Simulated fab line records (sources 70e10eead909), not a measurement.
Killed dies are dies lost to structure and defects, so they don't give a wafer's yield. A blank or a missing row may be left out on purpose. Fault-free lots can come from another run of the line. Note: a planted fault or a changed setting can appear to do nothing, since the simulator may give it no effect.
Which tool is to blame? | flow nand harc | Sampling: 14 lots, 42 wafers, 6 of 1302 route steps

== WHAT EACH GAUGE READ, for each wafer ==
NHARC_A_ZERO_WELL_INSPECT_17.
lot  | measured     | on                | raw defect count
L846 | day 6 18:09  | defect inspect-01 | 5 23 13
L847 | day 7 07:41  | defect inspect-01 | 15 9 7
L849 | day 8 05:38  | defect inspect-02 | 11 7 7
L850 | day 8 08:55  | defect inspect-01 | 6 8 11
L851 | day 8 19:35  | defect inspect-02 | 8 8 7
L852 | day 9 07:36  | defect inspect-01 | 11 5 18
L853 | day 9 14:22  | defect inspect-02 | 7 7 1
L855 | day 10 13:53 | defect inspect-01 | 8 19 7
L856 | day 10 22:10 | defect inspect-02 | 12 10 2
L859 | day 12 06:28 | defect inspect-02 | 18 6 14
L860 | day 13 03:08 | defect inspect-01 | 6 6 4
L867 | day 16 09:53 | defect inspect-01 | 14 19 24
L868 | day 16 18:22 | defect inspect-02 | 6 16 22
L869 | day 16 19:42 | defect inspect-02 | 7 4 7

NHARC_A_SOURCE_PLATE_THK_MEAS_06: measures by ellipsometry.
lot  | measured     | on            | thk nm (nm)
L846 | day 7 11:42  | film metro-02 | 198.6 200.2 201.1
L847 | day 8 03:41  | film metro-01 | 203.2 201.9 203.5
L849 | day 9 01:29  | film metro-01 | 202.6 202.0 202.4
L850 | day 9 05:00  | film metro-01 | 199.3 199.5 200.8
L851 | day 9 18:04  | film metro-02 | 201.4 201.4 202.4
L852 | day 10 03:06 | film metro-01 | 200.4 199.3 198.0
L853 | day 10 13:49 | film metro-02 | 199.1 199.8 201.6
L855 | day 11 09:51 | film metro-02 | 196.4 195.9 199.7
L856 | day 11 20:42 | film metro-01 | 197.9 199.3 200.4
L859 | day 13 02:40 | film metro-01 | 198.3 198.7 197.6
L860 | day 14 00:01 | film metro-02 | 201.2 202.5 199.9
L867 | day 17 07:55 | film metro-02 | 199.4 200.0 200.0
L868 | day 17 14:13 | film metro-02 | 202.1 202.1 198.8
L869 | day 17 14:13 | film metro-01 | 199.6 200.2 199.1

NHARC_A_ONON_D1_THK_MEAS_14: measures by ellipsometry.
lot  | measured     | on            | thk nm (nm)
L846 | day 7 14:37  | film metro-01 | 1010 1008 1010
L847 | day 8 06:34  | film metro-02 | 1008 1012 1010
L849 | day 9 04:25  | film metro-01 | 996 998 997
L850 | day 9 07:54  | film metro-01 | 1001 1003 1003
L851 | day 9 20:58  | film metro-02 | 1014 1014 1011
L852 | day 10 06:04 | film metro-02 | 1000 1003 1002
L853 | day 10 16:49 | film metro-01 | 992 992 993
L855 | day 11 12:48 | film metro-02 | 1000 1000 1000
L856 | day 11 23:38 | film metro-01 | 997 996 999
L859 | day 13 05:37 | film metro-02 | 1003 1002 1001
L860 | day 14 02:56 | film metro-02 | 1013 1014 1012
L867 | day 17 10:51 | film metro-01 | 1009 1009 1006
L868 | day 17 17:08 | film metro-02 | 994 995 993
L869 | day 17 17:07 | film metro-02 | 1004 1002 1002

NHARC_A_ONON_D1_THK_MEAS_30: measures by ellipsometry.
lot  | measured     | on            | thk nm (nm)
L846 | day 8 00:40  | film metro-02 | 996 996 997
L847 | day 8 16:26  | film metro-02 | 1013 1012 1014
L849 | day 9 14:46  | film metro-02 | 1001 1001 1000
L850 | day 9 14:47  | film metro-01 | 1009 1011 1011
L851 | day 10 07:19 | film metro-02 | 1009 1009 1009
L852 | day 10 20:55 | film metro-01 | 1017 1017 1018
L853 | day 11 03:08 | film metro-02 | 996 996 995
L855 | day 12 03:00 | film metro-01 | 1011 1012 1012
L856 | day 12 09:41 | film metro-02 | 989 991 990
L859 | day 13 15:40 | film metro-01 | 332 330 331
L860 | day 14 13:50 | film metro-01 | 320 320 322
L867 | day 17 23:14 | film metro-01 | 1000 999 999
L868 | day 18 03:11 | film metro-02 | 1006 1008 1007
L869 | day 18 03:19 | film metro-01 | 1002 1003 1003

NHARC_END_SORT_01.
lot  | measured     | on        | killed at array | killed at other | killed at periphery | killed dies | killed open | killed short
L852 | day 27 23:20 | prober-01 | 67 71 58        | 0 1 0           | 2 4 1               | 69 76 59    | 1 4 2       | 1 2 1
L859 | day 29 13:30 | prober-01 | 664 663 661     | 0 0 1           | 13 14 15            | 677 677 677 | 2 4 2       | 3 3 2
L860 | day 30 07:08 | prober-01 | 674 676 675     | 0 0 1           | 3 1 1               | 677 677 677 | 6 3 0       | 2 1 4

== WHAT TOOL EACH LOT RAN ON (gives the tool, then ch and the chambers of the sampled wafers, and finally the start) ==
lot  | NHARC_A_ONON_D1_DEP_28
L846 | pecvd onon-03 ch 0, day 8 00:09
L847 | pecvd onon-03 ch 0, day 8 16:02
L849 | pecvd onon-02 ch 0, day 9 14:22
L850 | pecvd onon-04 ch 0, day 9 14:16
L851 | pecvd onon-02 ch 0, day 10 06:51
L852 | pecvd onon-04 ch 0, day 10 20:24
L853 | pecvd onon-02 ch 0, day 11 02:44
L855 | pecvd onon-02 ch 0, day 12 02:33
L856 | pecvd onon-02 ch 0, day 12 09:17
L859 | pecvd onon-02 ch 0, day 13 15:09
L860 | pecvd onon-02 ch 0, day 14 13:19
L867 | pecvd onon-03 ch 0, day 17 22:53
L868 | pecvd onon-02 ch 0, day 18 02:43
L869 | pecvd onon-04 ch 0, day 18 02:55
- NHARC_A_ONON_D1_DEP_28: target thk 1000 nm.

== AS READ BY THE TOOLS THEMSELVES (means over the sampled wafers that have a number; for cases with no such wafer, the mark the record gives instead) ==
The record holds no such reading with a usual standard deviation.

== THE ANSWER, worked out from the rows above alone ==
Rule: what is usual is taken from the lots themselves. Put in order of their means at a reading, lots are off if they are a third of the lots or fewer, leave a main group of 4 or more, and stand apart from it by a gap of 3 or more times the standard deviation of the main group's means; of several such gaps the widest counts. The tables above print the reading to a certain number of digits; a main group whose means all agree to those digits is not used. A lot without any number at a reading at which 4 lots or more have one is off too. The other lots that the step has rows for count as sound. After the gauges, taken in route order, come the tools' own readings; for these a lot's mean is taken, as printed above. The first step at which some lot is off is used, and at that step the reading that is off furthest; a lot without a number counts as furthest.
Off, at NHARC_A_ONON_D1_THK_MEAS_30 on thk nm: L859, L860. The main group: mean 1004 nm, standard deviation 7.9.
If a tool, at a process step before that reading, ran all the lots that are off and no sound lot after the first of them, it fits. Gauges at NHARC_A_ONON_D1_THK_MEAS_30: tried the same way as those tools. Not one of the candidates tried fits.

== WHAT HAD BEEN PUT IN BY THE SIMULATOR ==
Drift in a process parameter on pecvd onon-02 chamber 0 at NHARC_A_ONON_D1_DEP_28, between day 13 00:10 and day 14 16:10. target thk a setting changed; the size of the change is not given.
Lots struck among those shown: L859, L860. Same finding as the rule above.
